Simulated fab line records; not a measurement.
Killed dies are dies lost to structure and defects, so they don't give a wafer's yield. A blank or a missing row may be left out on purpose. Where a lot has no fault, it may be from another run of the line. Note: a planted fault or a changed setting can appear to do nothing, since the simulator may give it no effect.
fab line records	flow nandHarc
[record] lots = 24	wafers = 72	lastDay = 34
route steps=1302 shown A_STAIRCASE@809
lots untouched by any fault: they come from a run of this same line in which no faults occurred
startH: hours from the record's first day to the start of the lot's first wafer shown	waitH: time in hours since the lot's previous step	" repeats the value in the row above	L1.1+2: several wafers, shown together as one row	- value missing, or start not given	* or withheld: withheld	< > ~ a bound
route shown NAME@n: NAME is a module with steps in the file, n the number in the route of the first one	usual: the fault-free wafers' mean and standard deviation	same: alike in all rows	chamber/n: place in a boat	sites: per-site readings	_std_site: standard deviation of those values	_edge_site: outer sites' mean less inner sites'	radiusMm: how far each site lies from the wafer's centre	mask NAME#n: copy n	behind: tool/chamber where the wafer was last shaped	hold: what put the lot on hold/how long, in hours/how the hold closed	device: which transistor (n, p or np) failed to switch	end of line: tests run on the same wafers once the route is complete	a step with no rows: only its recipe	killed: the dies lost at the first sort to structure and to defects; this is not the yield of the wafer	map: a wafer's dies, x killed, . not, _ none there
set.NAME: the setting that was run; set.NAME@STEP: the one run at that earlier step	model.NAME: the simulator's own value behind a step, which no gauge read
the route's steps for a sample of lots (tables are steps, rows are wafers)
services: when a tool's chamber went out of use (startH, in hours from the record's first day, below 0 if earlier), for how many hours, and the reason
[[steps]]
[step NHARC_A_STAIRCASE_HM_OPEN_460]
[recipe] o2FlowSccm = 400	cosFlowSccm = 20	arFlowSccm = 0	rfW = 500	biasW = 300	chemistry = O2/COS
[usual] drypumpMotorCurrentA = 5.8/0.44	mfcArSccm = 0.012/0.014	oesProductAu = 1.002/0.0078	rfFwdPowerW = 499.0/1.6	rfVppV = 468/3.5	showerheadPlenumPTorr = 3.15/0.16	throttleValvePct = 28.330/0.0096
lot.wafer	tool	chamber	startH	waitH	drypumpMotorCurrentA	mfcArSccm	oesProductAu	rfFwdPowerW	rfHoursCounterH	rfVppV	showerheadPlenumPTorr	throttleValvePct
L074.2	rieDiel-01	3	-	-	6.6	0.013	1.001	500.2	0	464	3.01	28.337
L074.3	"	1	"	"	5.6	0	1.010	497.4	0	463	2.92	28.325
L074.6	"	0	"	"	5.3	0.039	1.007	496.2	-	471	3.35	28.334
L076.3	rieDiel-01	1	-	-	5.6	0	0.999	498.6	5	463	2.92	28.338
L076.2	"	3	"	"	6.6	0.013	1.008	498.9	5	463	3.01	28.334
L076.4	"	0	"	"	5.4	0.039	0.996	500.1	5	472	3.34	28.330
L077.4	rieDiel-13	0	-	-	5.4	0.010	1.007	497.3	23	471	3.36	28.339
L077.6	"	1	"	"	5.6	0	0.995	499.6	-	466	3.02	28.321
L077.5	"	2	"	"	6.3	0	1.006	497.2	-	471	3.21	28.337
L075.3	rieDiel-01	2	-	-	5.8	0	1.001	499.2	5	471	3.29	28.312
L075.5	"	0	"	"	5.4	0.039	0.997	498.3	-	473	3.34	28.345
L075.6	"	1	"	"	5.6	0	1.014	498.9	-	462	2.92	28.326
L078.2	rieDiel-13	2	-	-	6.2	0	1.002	497.7	23	469	3.21	28.338
L078.3	"	3	"	"	6.3	0.013	0.997	498.2	21	469	3.22	28.313
L078.1	"	1	"	"	5.6	0	1.000	498.8	24	466	3.02	28.343
L079.3	rieDiel-13	3	-	-	6.2	0.013	1.010	496.3	24	469	3.22	28.340
L079.1	"	1	"	"	5.6	0	1.006	499.3	27	465	3.02	28.328
L079.4	"	2	"	"	6.2	0	1.006	497.9	27	467	3.21	28.316
L080.4	rieDiel-01	2	-	-	5.8	0	1.003	501.5	13	469	3.29	28.334
L080.2	"	1	"	"	5.6	0	0.996	498.5	14	465	2.92	28.337
L080.6	"	2	"	"	5.8	0	0.999	500.1	-	472	3.29	28.325
L081.2	rieDiel-06	3	-	-	5.3	0.007	1.023	496.2	46	465	3.00	28.327
L081.3	"	1	"	"	5.9	0.022	1.007	501.2	41	462	2.92	28.342
L081.5	"	0	"	"	6.5	0.036	1.015	498.0	-	469	3.21	28.338
L082.2	rieDiel-06	3	-	-	5.4	0.007	1.022	500.0	48	465	3.00	28.325
L082.1	"	0	"	"	6.5	0.036	1.001	498.4	43	469	3.21	28.330
L082.5	"	2	"	"	5.3	0	1.004	500.6	-	465	2.98	28.322
L083.4	rieDiel-01	3	-	-	6.6	0.013	0.995	498.2	22	466	3.00	28.327
L083.2	"	1	"	"	5.6	0	0.991	499.2	22	462	2.91	28.325
L083.5	"	3	"	"	6.5	0.013	0.993	497.2	-	465	3.00	28.328
L084.2	rieDiel-13	3	-	-	6.2	0.013	1.002	498.3	43	470	3.21	28.331
L084.4	"	1	"	"	5.6	0	0.993	497.5	45	466	3.01	28.327
L084.6	"	0	"	"	5.4	0.010	0.996	498.5	-	471	3.35	28.317
L085.2	rieDiel-01	1	-	-	5.6	0	0.993	495.2	30	461	2.91	28.309
L085.3	"	2	"	"	5.8	0	1.007	496.5	29	471	3.28	28.327
L085.4	"	2	"	"	5.8	0	0.999	500.8	-	472	3.28	28.318
L086.4	rieDiel-01	0	-	-	5.4	0.039	0.992	496.7	34	472	3.33	28.322
L086.3	"	1	"	"	5.7	0	1.000	497.6	34	464	2.91	28.332
L086.6	"	3	"	"	6.6	0.013	1.011	501.1	-	465	2.99	28.351
L087.3	rieDiel-06	0	-	-	6.5	0.036	1.007	500.7	1	469	3.20	28.329
L087.4	"	1	"	"	6.0	0.022	0.993	498.7	-	473	3.37	28.344
L087.6	"	2	"	"	5.3	0	1.020	500.0	-	464	2.98	28.319
L088.4	rieDiel-01	3	-	-	6.6	0.013	0.999	500.6	36	464	2.99	28.347
L088.3	"	0	"	"	5.4	0.039	0.989	499.7	41	472	3.32	28.337
L088.6	"	3	"	"	6.5	0.013	1.008	497.9	-	463	2.99	28.351
L089.1	rieDiel-06	2	-	-	5.3	0	1.003	501.6	13	463	2.97	28.317
L089.2	"	0	"	"	6.5	0.036	1.024	500.3	10	471	3.20	28.323
L089.6	"	1	"	"	5.9	0.022	1.000	500.5	-	473	3.37	28.341
L090.3	rieDiel-01	1	-	-	5.6	0	0.997	500.4	45	463	2.90	28.307
L090.2	"	2	"	"	5.8	0	0.995	498.5	43	469	3.27	28.334
L090.5	"	0	"	"	5.3	0.039	0.989	499.8	-	469	3.32	28.341
L091.3	rieDiel-01	1	-	-	5.6	0	0.999	499.8	46	463	2.90	28.321
L091.4	"	2	"	"	5.8	0	0.997	498.8	43	471	3.27	28.334
L091.6	"	0	"	"	5.4	0.039	0.997	499.1	-	471	3.32	28.335
L093.4	rieDiel-13	1	-	-	5.6	0	0.998	502.5	17	464	2.99	28.323
L093.6	"	2	"	"	6.2	0	0.993	496.8	-	468	3.18	28.333
L093.5	"	3	"	"	6.3	0.013	1.005	499.3	-	469	3.20	28.331
L092.4	rieDiel-13	2	-	-	6.2	0	0.996	496.6	17	468	3.18	28.336
L092.6	"	1	"	"	5.6	0	1.012	499.4	-	464	2.99	28.326
L092.5	"	2	"	"	6.2	0	1.011	495.9	-	470	3.18	28.332
L094.4	rieDiel-13	0	-	-	5.5	0.010	1.004	496.4	22	470	3.33	28.326
L094.2	"	1	"	"	5.6	0	0.999	501.6	23	465	2.99	28.332
L094.1	"	2	"	"	6.2	0	1.003	496.9	23	469	3.18	28.337
L096.3	rieDiel-01	1	-	-	5.6	0	1.001	499.7	9	473	3.37	28.329
L096.2	"	2	"	"	5.8	0	1.003	499.4	11	470	3.26	28.319
L096.5	"	1	"	"	5.6	0	1.000	497.5	-	472	3.37	28.315
L095.2	rieDiel-06	0	-	-	6.5	0.036	1.000	500.0	33	469	3.18	28.344
L095.5	"	1	"	"	5.9	0.022	0.997	499.0	-	472	3.35	28.323
L095.6	"	2	"	"	5.3	0	1.008	501.5	-	465	2.96	28.316
L097.1	rieDiel-06	1	-	-	6.0	0.022	1.003	496.4	41	471	3.35	28.325
L097.2	"	2	"	"	5.3	0	0.995	499.4	41	463	2.96	28.320
L097.5	"	1	"	"	6.0	0.022	1.007	499.3	-	473	3.35	28.325
[step NHARC_A_STAIRCASE_HM_DEP_462]
[recipe] targetThkA = 8000	tempC = 400	material = aC
[usual] throttleValvePct = 34.999/0.0094
lot.wafer	tool	chamber	startH	waitH	throttleValvePct
L074.2	aclDep-01	0	397.05	1.5	34.999
L074.3	"	0	"	"	34.992
L074.6	"	0	"	"	35.005
L076.2	aclDep-02	0	406.76	3.0	35.002
L076.3	"	0	"	"	34.991
L076.4	"	0	"	"	35.000
L077.4	aclDep-03	0	407.53	2.2	34.994
L077.5	"	0	"	"	35.013
L077.6	"	0	"	"	35.005
L075.3	aclDep-01	0	408.83	3.1	34.988
L075.5	"	0	"	"	34.996
L075.6	"	0	"	"	34.992
L078.1	aclDep-03	0	418.05	0.1	34.999
L078.2	"	0	"	"	34.993
L078.3	"	0	"	"	34.999
L079.1	aclDep-01	0	426.53	0.1	34.997
L079.3	"	0	"	"	35.014
L079.4	"	0	"	"	35.010
L080.2	aclDep-03	0	440.28	2.3	34.996
L080.4	"	0	"	"	34.990
L080.6	"	0	"	"	35.001
L081.2	aclDep-03	0	445.59	0.4	35.006
L081.3	"	0	"	"	34.998
L081.5	"	0	"	"	35.015
L082.1	aclDep-03	0	455.47	0.1	34.995
L082.2	"	0	"	"	34.998
L082.5	"	0	"	"	35.015
L083.2	aclDep-01	0	462.54	0.9	35.003
L083.4	"	0	"	"	35.016
L083.5	"	0	"	"	34.991
L084.2	aclDep-01	0	485.93	3.1	34.994
L084.4	"	0	"	"	35.009
L084.6	"	0	"	"	35.012
L085.2	aclDep-01	0	490.12	5.0	35.010
L085.3	"	0	"	"	34.989
L085.4	"	0	"	"	34.999
L086.3	aclDep-03	0	499.15	0.7	35.002
L086.4	"	0	"	"	35.003
L086.6	"	0	"	"	34.994
L087.3	aclDep-01	0	503.53	0.7	35.012
L087.4	"	0	"	"	34.996
L087.6	"	0	"	"	35.010
L088.3	aclDep-01	0	522.72	0.7	35.011
L088.4	"	0	"	"	35.004
L088.6	"	0	"	"	35.000
L089.1	aclDep-01	0	531.91	4.1	34.997
L089.2	"	0	"	"	34.994
L089.6	"	0	533.44	5.6	34.990
L090.2	aclDep-03	0	541.36	0.4	35.004
L090.3	"	0	"	"	34.996
L090.5	"	0	"	"	35.012
L091.3	aclDep-03	0	545.10	0.7	35.007
L091.4	"	0	"	"	35.000
L091.6	"	0	"	"	34.993
L093.4	aclDep-03	0	571.56	1.0	34.997
L093.5	"	0	"	"	35.014
L093.6	"	0	"	"	34.983
L092.4	aclDep-01	0	574.36	1.0	35.011
L092.5	"	0	"	"	34.996
L092.6	"	0	"	"	34.992
L094.1	aclDep-03	0	592.28	1.7	34.993
L094.2	"	0	"	"	35.008
L094.4	"	0	"	"	34.991
L096.2	aclDep-02	0	604.86	1.4	35.000
L096.3	"	0	"	"	34.987
L096.5	"	0	"	"	35.002
L095.2	aclDep-03	0	608.88	1.1	35.010
L095.5	"	0	"	"	34.986
L095.6	"	0	"	"	34.991
L097.1	aclDep-01	0	617.49	0.1	34.983
L097.2	"	0	"	"	35.001
L097.5	"	0	"	"	35.002
[step NHARC_A_STAIRCASE_STRIP_316]
[recipe] o2FlowSccm = 500	arFlowSccm = 0	biasW = 0	chemistry = O2
[usual] drypumpMotorCurrentA = 5.8/0.43	mfcArSccm = 0.011/0.014	oesProductAu = 1.003/0.0079	rfVppV = 57.9/1	showerheadPlenumPTorr = 3.57/0.18	throttleValvePct = 17.036/0.0094
lot.wafer	tool	chamber	startH	waitH	drypumpMotorCurrentA	mfcArSccm	oesProductAu	rfHoursCounterH	rfVppV	showerheadPlenumPTorr	throttleValvePct
L074.2	rieDiel-01	0	-	-	5.3	0.039	1.000	5	58.4	3.78	17.035
L074.3	"	1	"	"	5.7	0	1.003	5	56.3	3.30	17.039
L074.6	"	3	"	"	6.6	0.013	1.012	-	57.1	3.40	17.015
L076.4	rieDiel-13	0	-	-	5.4	0.010	1.006	27	57.8	3.79	17.019
L076.3	"	2	"	"	6.2	0	0.993	22	57.1	3.62	17.019
L076.2	"	3	"	"	6.3	0.013	1.011	20	57.1	3.64	17.045
L077.4	rieDiel-13	2	-	-	6.3	0	1.005	22	57.0	3.62	17.040
L077.6	"	2	"	"	6.3	0	0.999	-	57.4	3.62	17.050
L077.5	"	3	"	"	6.3	0.013	1.000	-	57.2	3.64	17.037
L075.3	rieDiel-06	2	-	-	5.3	0	1.011	39	58.4	3.38	17.051
L075.6	"	2	"	"	5.3	0	1.019	-	57.1	3.38	17.055
L075.5	"	3	"	"	5.4	0.007	1.019	-	56.1	3.39	17.025
L078.3	rieDiel-01	1	-	-	5.6	0	0.996	11	57.4	3.30	17.043
L078.1	"	2	"	"	5.8	0	0.990	11	57.7	3.71	17.038
L078.2	"	3	"	"	6.6	0.013	0.999	13	57.7	3.40	17.039
L079.3	rieDiel-06	2	-	-	5.3	0	1.004	44	57.3	3.38	17.031
L079.4	"	3	"	"	5.4	0.007	1.012	44	57.6	3.39	17.038
L079.1	"	0	"	"	6.5	0.036	1.005	39	59.6	3.63	17.026
L080.4	rieDiel-13	3	-	-	6.3	0.013	1.011	28	59.3	3.64	17.036
L080.2	"	1	"	"	5.6	0	1.009	32	56.6	3.41	17.048
L080.6	"	3	"	"	6.3	0.013	1.007	-	59.8	3.64	17.040
L081.3	rieDiel-01	2	-	-	5.8	0	0.991	15	58.5	3.71	17.028
L081.2	"	1	"	"	5.6	0	1.004	16	57.3	3.30	17.029
L081.5	"	3	"	"	6.5	0.013	1.006	-	58.8	3.39	17.045
L082.2	rieDiel-13	2	-	-	6.3	0	1.003	38	56.9	3.62	17.032
L082.1	"	0	"	"	5.4	0.010	1.000	41	58.4	3.78	17.051
L082.5	"	3	"	"	6.2	0.013	1.000	-	58.4	3.64	17.035
L083.4	rieDiel-01	0	-	-	5.4	0.039	1.001	24	57.7	3.76	17.028
L083.2	"	2	"	"	5.8	0	0.988	22	60.0	3.71	17.042
L083.5	"	0	"	"	5.4	0.039	1.002	-	58.4	3.76	17.032
L084.2	rieDiel-13	3	-	-	6.3	0.013	1.012	48	59.8	3.63	17.037
L084.4	"	2	"	"	6.3	0	1.008	48	57.4	3.61	17.046
L084.6	"	0	"	"	5.4	0.010	1.008	-	58.9	3.78	17.018
L085.4	rieDiel-13	3	-	-	6.3	0.013	1.006	49	60.1	3.63	17.027
L085.3	"	0	"	"	5.4	0.010	1.002	56	57.7	3.78	17.038
L085.2	"	2	"	"	6.2	0	0.996	48	57.1	3.61	17.041
L086.3	rieDiel-01	1	-	-	5.6	0	0.994	35	56.5	3.29	17.038
L086.4	"	3	"	"	6.5	0.013	1.010	32	56.6	3.39	17.037
L086.6	"	1	"	"	5.6	0	0.994	-	58.3	3.29	17.044
L087.3	rieDiel-06	3	-	-	5.4	0.007	1.020	1	59.5	3.38	17.054
L087.4	"	1	"	"	6.0	0.022	1.000	3	58.0	3.81	17.039
L087.6	"	3	"	"	5.4	0.007	1.014	-	58.9	3.38	17.024
L088.3	rieDiel-01	2	-	-	5.8	0	1.004	40	57.1	3.70	17.018
L088.4	"	3	"	"	6.5	0.013	1.013	39	57.9	3.38	17.018
L088.6	"	2	"	"	5.8	0	0.988	-	56.7	3.70	17.016
L089.1	rieDiel-01	1	-	-	5.6	0	0.995	44	56.1	3.29	17.032
L089.2	"	3	"	"	6.5	0.013	1.010	41	57.8	3.38	17.039
L089.6	"	1	"	"	5.6	0	0.998	-	56.8	3.29	17.044
L090.3	rieDiel-01	3	-	-	6.5	0.013	1.003	45	57.5	3.38	17.038
L090.2	"	0	"	"	5.3	0.039	0.999	49	58.5	3.75	17.031
L090.5	"	2	"	"	5.8	0	1.005	-	57.7	3.69	17.020
L091.3	rieDiel-01	1	-	-	5.6	0	0.996	49	58.3	3.28	17.046
L091.4	"	2	"	"	5.8	0	0.999	47	55.5	3.69	17.040
L091.6	"	0	"	"	5.3	0.039	0.987	-	57.4	3.75	17.057
L093.4	rieDiel-13	1	-	-	5.6	0	1.005	19	56.8	3.38	17.040
L093.6	"	1	"	"	5.6	0	1.004	-	57.0	3.38	17.041
L093.5	"	2	"	"	6.3	0	0.996	-	56.7	3.59	17.042
L092.4	rieDiel-01	2	-	-	5.8	0	1.001	5	56.7	3.69	17.041
L092.6	"	1	"	"	5.6	0	1.006	-	59.0	3.81	17.040
L092.5	"	2	"	"	5.8	0	1.001	-	56.3	3.69	17.025
L094.4	rieDiel-01	1	-	-	5.6	0	0.998	8	59.2	3.80	17.036
L094.1	"	2	"	"	5.8	0	1.010	10	56.6	3.69	17.045
L094.2	"	3	"	"	6.6	0.013	1.002	11	57.0	3.37	17.030
L096.3	rieDiel-13	3	608.45	-	6.3	0.013	1.011	17	59.3	3.61	17.029
L096.2	"	1	"	"	5.6	0	0.998	27	58.4	3.38	17.042
L096.5	"	2	"	"	6.2	0	0.996	-	59.2	3.59	17.032
L095.2	rieDiel-06	2	-	-	5.3	0	1.012	41	57.4	3.35	17.027
L095.5	"	2	"	"	5.3	0	1.011	-	57.6	3.35	17.030
L095.6	"	3	"	"	5.4	0.007	1.004	-	57.6	3.36	17.037
L097.2	rieDiel-01	1	-	-	5.6	0	0.984	15	58.7	3.80	17.035
L097.1	"	0	"	"	5.4	0.039	0.993	16	58.8	3.74	17.045
L097.5	"	1	"	"	5.7	0	0.994	-	58.6	3.80	17.018
[step NHARC_A_STAIRCASE_DEP_417]
[recipe] targetThkA = 600	stepCoveragePct = 20	tempC = 400	targetThkNm = 60	flowSccm = 200	rfW = 450	material = Si3N4
[usual] heaterPowerW = 733/52	rfFwdPowerW = 449.3/1.4
lot.wafer	tool	chamber	startH	waitH	heaterPowerW	rfFwdPowerW	sinceWetCleanH
L074.2	pecvd-02	2	404.07	-	771	449.0	164
L074.3	"	1	"	"	720	450.0	164
L074.6	"	1	"	"	710	447.9	-
L076.2	pecvd-01	1	414.34	-	810	450.8	89
L076.3	"	2	"	"	808	449.3	89
L076.4	"	1	"	"	793	451.1	-
L077.5	pecvd-03	2	414.70	-	738	447.7	-
L077.6	"	0	"	"	686	450.7	-
L077.4	"	1	"	"	612	448.9	-
L075.3	pecvd-03	0	415.21	-	750	449.7	36
L075.5	"	1	"	"	686	449.6	-
L075.6	"	2	"	"	735	449.1	-
L078.2	pecvd-02	2	425.68	-	755	449.0	4
L078.1	"	0	"	"	722	449.9	4
L078.3	"	1	"	"	740	449.8	4
L079.3	pecvd-03	2	433.42	-	712	449.2	54
L079.1	"	0	"	"	755	450.0	54
L079.4	"	2	"	"	714	448.8	-
L080.2	pecvd-03	1	446.81	-	752	450.2	68
L080.6	"	1	"	"	734	450.0	-
L080.4	"	2	"	"	781	450.2	-
L081.2	pecvd-02	0	453.94	-	769	448.2	32
L081.3	"	2	"	"	795	446.1	33
L081.5	"	2	"	"	776	451.0	-
L082.1	pecvd-03	0	464.20	-	683	448.6	85
L082.2	"	1	"	"	753	451.8	85
L082.5	"	1	"	"	741	451.3	-
L083.2	pecvd-01	0	470.61	-	781	449.9	146
L083.4	"	2	"	"	732	449.2	-
L083.5	"	1	"	"	807	450.1	-
L084.2	pecvd-03	1	497.15	-	675	450.2	118
L084.4	"	1	"	"	672	449.3	-
L084.6	"	2	"	"	663	448.0	-
L085.2	pecvd-02	2	497.22	-	771	448.1	76
L085.3	"	1	"	"	604	451.1	76
L085.4	"	1	"	"	602	452.0	-
L086.3	pecvd-02	1	505.52	-	667	448.7	84
L086.6	"	2	"	"	689	450.2	-
L086.4	"	1	"	"	684	449.4	-
L087.3	pecvd-02	0	510.12	-	665	450.5	89
L087.6	"	2	"	"	754	449.4	-
L087.4	"	0	"	"	673	447.6	-
L088.3	pecvd-02	0	530.51	-	769	448.0	109
L088.6	"	0	"	"	791	449.6	-
L088.4	"	1	"	"	726	449.9	-
L089.2	pecvd-03	1	539.00	-	621	448.1	160
L089.1	"	2	"	"	795	448.2	160
L089.6	"	2	"	"	804	451.4	-
L090.3	pecvd-02	2	548.41	-	741	446.9	127
L090.2	"	0	"	"	700	449.1	127
L090.5	"	0	"	"	698	450.0	-
L091.3	pecvd-02	1	554.40	-	735	450.4	133
L091.6	"	2	"	"	747	447.8	-
L091.4	"	0	"	"	744	447.5	-
L093.6	pecvd-02	0	577.77	-	729	450.1	-
L093.5	"	1	"	"	723	447.9	-
L093.4	"	2	"	"	746	446.7	-
L092.6	pecvd-03	2	583.46	-	844	448.6	-
L092.4	"	0	"	"	692	446.2	-
L092.5	"	1	"	"	767	450.7	-
L094.2	pecvd-03	2	599.24	-	775	451.7	39
L094.1	"	0	"	"	664	449.2	39
L094.4	"	0	"	"	659	448.7	-
L096.3	pecvd-03	1	611.48	-	727	450.4	51
L096.2	"	0	"	"	696	447.3	52
L096.5	"	0	"	"	701	449.3	-
L095.2	pecvd-02	1	615.62	-	720	450.1	13
L095.6	"	0	"	"	767	450.1	-
L095.5	"	1	"	"	730	450.4	-
L097.1	pecvd-01	2	624.44	-	762	447.2	119
L097.2	"	0	"	"	679	451.4	119
L097.5	"	0	"	"	668	450.7	-
[step NHARC_A_STAIRCASE_DEP_322]
[recipe] targetThkA = 72000	tempC = 400	targetThkNm = 7200	teosFlowSccm = 200	rfW = 500	material = SiO2
[usual] heaterPowerW = 672/62	rfFwdPowerW = 499.6/1.6
lot.wafer	tool	chamber	startH	waitH	heaterPowerW	rfFwdPowerW	sinceWetCleanH
L074.3	pecvd-01	1	426.29	0.1	756	497.8	101
L074.2	"	0	"	"	779	498.8	102
L074.6	"	1	"	"	642	498.3	-
L075.3	pecvd-03	1	434.06	0.1	701	499.9	55
L075.6	"	2	"	"	636	497.8	-
L075.5	"	0	"	"	600	502.0	-
L076.2	pecvd-01	0	434.08	0.1	693	498.4	109
L076.3	"	2	"	"	709	500.5	109
L076.4	"	0	"	"	642	497.8	-
L077.4	pecvd-02	2	434.44	0.4	611	499.8	-
L077.6	"	0	"	"	618	500.6	-
L077.5	"	1	"	"	590	500.8	-
L078.1	pecvd-01	0	445.79	0.1	688	498.8	121
L078.2	"	1	"	"	716	500.2	121
L078.3	"	2	"	"	692	497.6	121
L079.3	pecvd-01	1	452.00	0.1	724	498.7	127
L079.1	"	2	"	"	750	501.5	127
L079.4	"	0	"	"	658	500.5	-
L080.2	pecvd-02	0	466.28	0.1	658	498.3	45
L080.6	"	0	"	"	641	498.0	-
L080.4	"	1	"	"	586	501.2	-
L081.2	pecvd-03	2	474.80	0.1	756	502.3	96
L081.3	"	1	"	"	711	499.1	96
L081.5	"	2	"	"	618	503.6	-
L082.1	pecvd-01	0	485.46	0.1	768	499.9	161
L082.2	"	2	"	"	700	500.6	161
L082.5	"	1	"	"	618	497.7	-
L083.2	pecvd-01	2	491.37	0.1	692	499.7	167
L083.5	"	2	"	"	662	496.8	-
L083.4	"	0	"	"	656	497.9	-
L085.3	pecvd-03	1	518.45	0.1	675	500.2	139
L085.2	"	0	"	"	744	500.4	140
L085.4	"	2	"	"	632	498.0	-
L084.2	pecvd-02	1	518.45	0.1	618	497.9	97
L084.4	"	1	"	"	597	499.7	-
L084.6	"	2	"	"	602	500.1	-
L086.3	pecvd-02	0	525.22	0.2	607	501.6	104
L086.6	"	2	"	"	616	499.8	-
L086.4	"	1	"	"	591	497.5	-
L087.3	pecvd-01	0	531.34	0.1	737	498.9	26
L087.4	"	0	"	"	630	498.8	-
L087.6	"	2	"	"	633	499.0	-
L088.3	pecvd-02	0	549.54	0.1	765	498.5	128
L088.4	"	0	"	"	631	500.9	-
L088.6	"	2	"	"	603	498.0	-
L089.1	pecvd-02	0	558.01	0.1	725	495.3	137
L089.2	"	1	"	"	673	500.7	137
L089.6	"	2	"	"	627	499.1	-
L090.2	pecvd-01	1	569.46	0.1	823	499.7	64
L090.3	"	0	"	"	801	501.8	64
L090.5	"	0	"	"	621	503.2	-
L091.3	pecvd-02	2	569.65	0.3	704	499.2	148
L091.6	"	0	"	"	620	499.9	-
L091.4	"	2	"	"	610	498.3	-
L093.4	pecvd-03	2	597.20	0.3	665	498.4	-
L093.5	"	0	"	"	592	499.2	-
L093.6	"	1	"	"	617	500.3	-
L092.4	pecvd-03	0	601.80	0.4	585	499.7	-
L092.5	"	1	"	"	631	499.1	-
L092.6	"	2	"	"	660	502.7	-
L096.3	pecvd-03	2	644.15	0.1	839	499.5	84
L096.2	"	1	"	"	731	502.0	84
L096.5	"	1	"	"	628	499.9	-
L095.2	pecvd-02	2	644.28	0.2	718	498.8	42
L095.6	"	2	"	"	594	499.6	-
L095.5	"	1	"	"	613	499.0	-
L097.2	pecvd-01	1	644.36	0.3	707	500.7	139
L097.1	"	2	"	"	711	502.8	139
L097.5	"	0	"	"	647	500.1	-
L094.2	pecvd-03	1	644.73	0.6	742	502.2	85
L094.1	"	2	"	"	766	498.1	85
L094.4	"	2	"	"	692	498.5	-
[step NHARC_A_STAIRCASE_DEP_325]
[recipe] targetThkA = 72000	tempC = 400	targetThkNm = 7200	teosFlowSccm = 200	rfW = 500	material = SiO2
[usual] heaterPowerW = 669/64	rfFwdPowerW = 499.6/1.4
lot.wafer	tool	chamber	startH	waitH	heaterPowerW	rfFwdPowerW	sinceWetCleanH
L074.2	pecvd-02	2	436.04	0.1	617	503.2	15
L074.3	"	1	"	"	649	500.9	15
L074.6	"	2	"	"	612	501.0	-
L075.3	pecvd-03	2	442.86	0.1	737	499.5	64
L075.5	"	0	"	"	612	500.0	-
L075.6	"	1	"	"	579	500.5	-
L076.2	pecvd-01	0	443.04	0.2	791	499.1	118
L076.3	"	1	"	"	699	499.1	118
L076.4	"	0	"	"	656	500.5	-
L077.6	pecvd-02	0	443.15	0.3	628	497.3	-
L077.5	"	1	"	"	572	498.7	-
L077.4	"	2	"	"	616	498.3	-
L078.3	pecvd-02	1	457.14	0.1	669	497.2	36
L078.1	"	2	"	"	719	501.2	36
L078.2	"	0	"	"	789	496.7	36
L079.1	pecvd-03	2	457.37	0.3	727	500.6	78
L079.3	"	0	"	"	668	501.4	79
L079.4	"	0	"	"	601	498.7	-
L080.2	pecvd-01	0	476.90	0.2	827	498.7	152
L080.4	"	2	"	"	654	498.4	-
L080.6	"	0	"	"	667	498.6	-
L081.2	pecvd-03	1	485.62	0.2	739	500.7	107
L081.3	"	0	"	"	602	499.4	-
L081.5	"	0	"	"	608	499.7	-
L082.1	pecvd-03	1	496.25	0.1	682	501.4	117
L082.2	"	0	"	"	668	499.1	117
L082.5	"	1	"	"	592	499.8	-
L083.2	pecvd-02	0	496.74	0.6	741	502.1	75
L083.5	"	2	"	"	618	497.1	-
L083.4	"	1	"	"	591	499.9	-
L084.2	pecvd-02	2	528.38	0.1	621	500.1	107
L084.6	"	0	"	"	634	497.1	-
L084.4	"	1	"	"	605	499.8	-
L085.2	pecvd-03	0	528.47	0.2	663	499.8	150
L085.3	"	1	"	"	638	497.3	150
L085.4	"	1	"	"	582	497.7	-
L086.3	pecvd-03	2	533.06	0.2	728	500.6	154
L086.4	"	1	"	"	589	497.8	-
L086.6	"	2	"	"	637	497.9	-
L087.3	pecvd-01	2	539.38	0.1	742	500.7	34
L087.6	"	0	"	"	642	501.4	-
L087.4	"	1	"	"	677	501.5	-
L088.3	pecvd-01	0	556.84	0.2	805	501.3	51
L088.6	"	0	"	"	631	500.4	-
L088.4	"	1	"	"	692	498.9	-
L089.2	pecvd-03	0	568.66	0.1	611	497.2	9
L089.1	"	1	"	"	666	499.7	9
L089.6	"	1	"	"	630	497.5	-
L090.3	pecvd-03	0	579.14	0.2	620	499.8	19
L090.2	"	1	"	"	786	500.1	19
L090.5	"	1	"	"	614	500.9	-
L091.3	pecvd-01	0	579.15	0.2	715	499.3	73
L091.4	"	2	"	"	632	498.2	-
L091.6	"	0	"	"	643	499.5	-
L093.5	pecvd-01	1	604.78	0.4	677	499.3	-
L093.6	"	2	"	"	640	498.7	-
L093.4	"	0	"	"	617	501.9	-
L092.4	pecvd-01	0	610.78	0.4	638	500.0	-
L092.6	"	1	"	"	705	500.5	-
L092.5	"	2	"	"	628	500.7	-
L096.2	pecvd-03	0	652.19	0.1	753	500.0	92
L096.3	"	2	"	"	820	499.9	92
L096.5	"	0	"	"	582	496.0	-
L097.2	pecvd-02	0	652.19	0.1	715	498.0	50
L097.1	"	1	"	"	621	500.2	50
L097.5	"	0	"	"	617	496.4	-
L095.2	pecvd-01	2	652.42	0.3	799	500.7	147
L095.6	"	0	"	"	661	501.4	-
L095.5	"	1	"	"	689	500.5	-
L094.1	pecvd-03	2	652.77	0.6	722	499.6	93
L094.2	"	1	"	"	658	500.2	93
L094.4	"	0	"	"	578	499.4	-
[[services]]
tool	chamber	startH	hours	kind
aclDep-01	-	371.07	13.0	pm
rieDiel-01	-	382.39	9.0	pm
rieDiel-13	1	384.78	2.4	repair
pecvd-02	-	388.21	1.6	repair
pecvd-02	-	408.51	13.0	pm
rieDiel-06	-	419.89	0.2	repair
pecvd-01	-	441.56	0.5	repair
pecvd-02	-	445.35	1.3	repair
rieDiel-01	3	481.29	5.7	repair
aclDep-03	-	481.58	13.0	pm
rieDiel-06	-	484.56	9.0	pm
pecvd-03	2	484.57	12.3	repair
pecvd-01	-	492.93	13.0	pm
pecvd-02	-	493.33	3.3	repair
rieDiel-06	3	493.93	7.9	repair
rieDiel-13	-	519.00	9.0	pm
rieDiel-13	3	528.26	14.9	repair
pecvd-03	-	547.08	13.0	pm
aclDep-01	-	552.62	13.0	pm
rieDiel-01	-	559.39	9.0	pm
pecvd-02	-	589.66	13.0	pm
pecvd-02	-	605.25	0.8	repair
rieDiel-01	-	608.42	0.3	repair
rieDiel-01	0	647.59	3.6	repair
[[key]]
fault none
